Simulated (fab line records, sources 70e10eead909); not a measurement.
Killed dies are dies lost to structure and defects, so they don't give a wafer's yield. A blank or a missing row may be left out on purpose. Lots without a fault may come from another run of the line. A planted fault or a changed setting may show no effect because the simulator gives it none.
A struck lot beside a sound one | flow nand_harc | 15 steps out of a route of 1302
Sound: wafers L823.1, L823.2, L823.5. Struck: wafer L836.6. (L836.2, L836.3 of the same lot were not struck and are left out.) The cause comes at the end.
At each step with rows: each side's tool, then ch and its chambers, then its first start. Under that, the readings that differ: sound wafers | struck wafers | difference of the means | sigmas: that difference in standard deviations of wafers without a fault.
alike: readings whose means differ by less than 2 such deviations, and words and numbers that are the same on both sides. not compared: withheld readings, readings that some wafer has no value for, bounds like >300 that may hide the same value, and numbers for which the record gives no deviation and whose values overlap.
The two part at a step that has a row with sigmas, a row that says differs or no value, or rows on one side only. Numbers that don't overlap but have no deviation are shown without sigmas and don't part them. A reading that every wafer of one side lacks parts them only if that side has two wafers or more.

first, 8 steps without rows for these wafers: NHARC_A_BLC_COAT_02 (time 75 s); NHARC_A_BLC_COAT_03 (time 65 s); NHARC_A_BLC_COAT_04 (resist thk 90 nm); NHARC_A_BLC_SOFTBAKE_05 (time 55 s); NHARC_A_BLC_EBR_06; NHARC_A_BLC_EXPOSE_07 (exposes mask A BLC, target cd 100 nm); NHARC_A_BLC_PEB_08 (peb time 65 s); NHARC_A_BLC_DEVELOP_09 (develop time 35 s).
NHARC_A_BLC_CD_MEAS_10: target cd 100 nm.
  sound on cd_sem-03 ch 0, day 25 15:09; struck on cd_sem-03 ch 0, day 30 18:01
  alike: cd_nm
NHARC_A_BLC_OVL_MEAS_11:
  sound on overlay-02, day 25 15:14; struck on overlay-02, day 30 18:06
  alike: overlay_x_nm, overlay_y_nm
NHARC_A_BLC_INSPECT_12:
  sound on defect_inspect-02, day 25 15:17; struck on defect_inspect-01, day 30 18:08
  reading          | sound       | struck | difference | sigmas
  raw_defect_count | 132 119 120 | 31     | -93        | -3
NHARC_A_BLC_DESCUM_15: chemistry O2, time 3 s.
  sound on rie_diel-09 ch 1,2, day 25 15:21; struck on rie_diel-09 ch 3, day 30 18:12
  reading                         | sound          | struck | difference | sigmas
  showerhead_plenum_p_Torr (Torr) | 1.91 1.78 1.78 | 1.97   | +0.15      | +2
  alike: drypump_motor_current_A, oes_product_au, rf_vpp_V, throttle_valve_pct
  not compared: rf_hours_counter_h
NHARC_A_BLC_ETCH_16: etches the open film in CF4, target depth 39 nm, time 65 s.
  sound on rie_diel-09 ch 2,3, day 25 15:25; struck on rie_diel-09 ch 0, day 30 18:19
  reading               | sound             | struck | difference | sigmas
  oes_product_au (a.u.) | 0.997 0.982 0.987 | 0.817  | -0.172     | -19
  alike: drypump_motor_current_A, rf_vpp_V, showerhead_plenum_p_Torr, throttle_valve_pct
  not compared: rf_hours_counter_h
NHARC_A_BLC_ETCH_17: etches the open film in N2/H2, target depth 390 nm, time 609.38 s.
  sound on rie_diel-09 ch 0,1,3; struck on rie_diel-09 ch 0
  alike: drypump_motor_current_A, oes_product_au, rf_vpp_V, showerhead_plenum_p_Torr, throttle_valve_pct
  not compared: rf_hours_counter_h
-- the record jumps here: 3 days lie between the struck wafers' starts before and after (it left off in module A_BLC and takes up again in module END, whose first step shown is number 1302 of the route) --
NHARC_END_SORT_01:
  sound on prober-01 ch 0, day 27 13:47; struck on prober-01 ch 0, day 33 08:47
  reading         | sound    | struck                   | difference                   | sigmas
  hold            | - - -    | await_dispo/1.9h/release | no value on the sound wafers |
  killed_at_array | 74 76 86 | 304                      | +225                         | +11
  killed_at_other | 5 3 5    | 0                        | -4                           | -3
  killed_dies     | 85 83 97 | 305                      | +217                         | +10
  alike: killed_at_periphery, killed_open, killed_short

WHERE THEY PART
First at NHARC_A_BLC_INSPECT_12; last, within this record, at NHARC_END_SORT_01.

WHY: what the simulator had put in
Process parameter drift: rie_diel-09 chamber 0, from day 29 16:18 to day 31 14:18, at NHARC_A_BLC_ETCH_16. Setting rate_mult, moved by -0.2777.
